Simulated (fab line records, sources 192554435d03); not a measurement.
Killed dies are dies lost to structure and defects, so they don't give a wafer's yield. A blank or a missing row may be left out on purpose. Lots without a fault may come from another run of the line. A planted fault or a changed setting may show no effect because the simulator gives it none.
A struck lot beside a sound one | flow n5_finfet | 37 steps out of a route of 1938
Sound: wafers L456.2, L456.3, L456.6. Struck: wafer L461.6. (L461.1, L461.3 of the same lot were not struck and are left out.) The cause comes at the end.
At each step with rows: each side's tool, then ch and its chambers, then its first start. Under that, the readings that differ: sound wafers | struck wafers | difference of the means | sigmas: that difference in standard deviations of wafers without a fault.
alike: readings whose means differ by less than 2 such deviations, and words and numbers that are the same on both sides. not compared: withheld readings, readings that some wafer has no value for, bounds like >300 that may hide the same value, and numbers for which the record gives no deviation and whose values overlap.
The two part at a step that has a row with sigmas, a row that says differs or no value, or rows on one side only. Numbers that don't overlap but have no deviation are shown without sigmas and don't part them. A reading that every wafer of one side lacks parts them only if that side has two wafers or more.

first, 10 steps without rows for these wafers: N5_HKMG_FIN_ALD_72 (deposits W, target thk 2 nm, pulse time 1 s, purge time 2 s); N5_HKMG_FIN_W_FILL_22 (material W, target thk 60 nm, time 18.2 s); N5_HKMG_FIN_PRECLEAN_83 (cleans in DIW, time 57.5 s); N5_HKMG_FIN_SRD_84 (dry time 32 s); N5_HKMG_FIN_CMP_23 (polishes, stops on SiNx, t overpolish 10 s, target thk 46.326 nm); N5_HKMG_FIN_CMP_94 (polishes, stops on SiNx, t overpolish 4.7 s, target thk 43.299 nm); N5_GATE_CUT_ETCHBACK_00 (etches W in SF6/Cl2); N5_GATE_CUT_ETCH_56 (etches TiN in Cl2/Ar, target depth 21.6 nm); N5_GATE_CUT_ETCHBACK_30 (etches TiN in Cl2/Ar, target depth 3 nm); N5_GATE_CUT_VAPOR_ETCH_60 (etches HfO2 in BCl3/Cl2).
N5_GATE_CUT_ETCH_58: etches SiNx in CH3F/O2, target depth 17 nm, time 128.6 s.
  sound on rie_diel-02 ch 0,3, day 5 06:56; struck on rie_diel-02 ch 0, day 6 07:09
  reading            | sound             | struck | difference | sigmas
  mfc_ar_sccm (sccm) | 150.2 150.1 149.6 | 148.8  | -1.2       | -3
  alike: bias_w, drypump_motor_current_A, oes_product_au, rf_fwd_power_W, rf_vpp_V, showerhead_plenum_p_Torr, throttle_valve_pct
  not compared: rf_hours_counter_h
then, 25 steps without rows for these wafers: N5_GATE_CUT_STRIP_59 (strips in N2/H2, time 20 s); N5_GATE_CUT_PRECLEAN_31 (cleans in DIW, time 300 s); N5_GATE_CUT_SRD_32 (time 30 s); N5_GATE_CUT_SAC_CAP_01 (material SiNx, target thk 24 nm, pulse time 1 s, ald cycles 480); N5_GATE_CUT_PECVD_57 (deposits SiNx from SiH4/NH3/N2, target thk 21 nm); N5_GATE_CUT_CMP_02 (polishes, stops on SiO2, t overpolish 12.7 s, target thk 0 nm); N5_GATE_CUT_HM_DEP_46 (deposits SiO2 from TEOS/O2, target thk 130 nm, time 26.6 s); N5_GATE_CUT_COAT_34 (time 60 s, resist thk 60 nm); N5_GATE_CUT_COAT_35 (time 60 s, resist thk 10 nm); N5_GATE_CUT_COAT_27 (time 60 s, resist thk 10 nm); N5_GATE_CUT_COAT_07 (resist thk 30 nm); N5_GATE_CUT_EBR_09; N5_GATE_CUT_SOFTBAKE_08 (time 60 s); N5_GATE_CUT_EXPOSE_10 (exposes mask GATE CUT, target cd 20 nm); N5_GATE_CUT_PEB_11 (peb time 60 s); N5_GATE_CUT_DEVELOP_12 (develop time 30 s); N5_GATE_CUT_DESCUM_18 (chemistry O2, time 7 s); N5_GATE_CUT_ETCH_28 (etches underlayer in N2/H2, target depth 13 nm, time 10.4 s); N5_GATE_CUT_ETCH_36 (etches SiARC in CF4, target depth 13 nm, time 21.7 s); N5_GATE_CUT_ETCH_37 (etches SOC in N2/H2, target depth 60 nm, overetch 12 nm, time 90 s); N5_GATE_CUT_STRIP_38 (strips in N2/H2); N5_GATE_CUT_STRIP_39 (strips in N2/H2); N5_GATE_CUT_HM_OPEN_40 (chemistry C4F6/O2, target SiO2, target depth 139 nm, time 85.1 s); N5_GATE_CUT_STRIP_41 (strips in CF4); N5_GATE_CUT_STRIP_42 (strips in O2).
-- the record jumps here: 9 days lie between the struck wafers' starts before and after (it left off in module GATE_CUT and takes up again in module PASSIVATION, whose first step shown is number 1936 of the route) --
N5_PASSIVATION_PROBE_49:
  the record has rows for the struck wafers here (prober-02, day 15 12:24) and none for the sound ones

WHERE THEY PART
First at N5_GATE_CUT_ETCH_58; last, within this record, at N5_PASSIVATION_PROBE_49.

WHY: what the simulator had put in
Chamber particle source: rie_diel-02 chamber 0, from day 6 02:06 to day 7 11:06, at N5_GATE_CUT_ETCH_58. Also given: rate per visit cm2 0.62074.
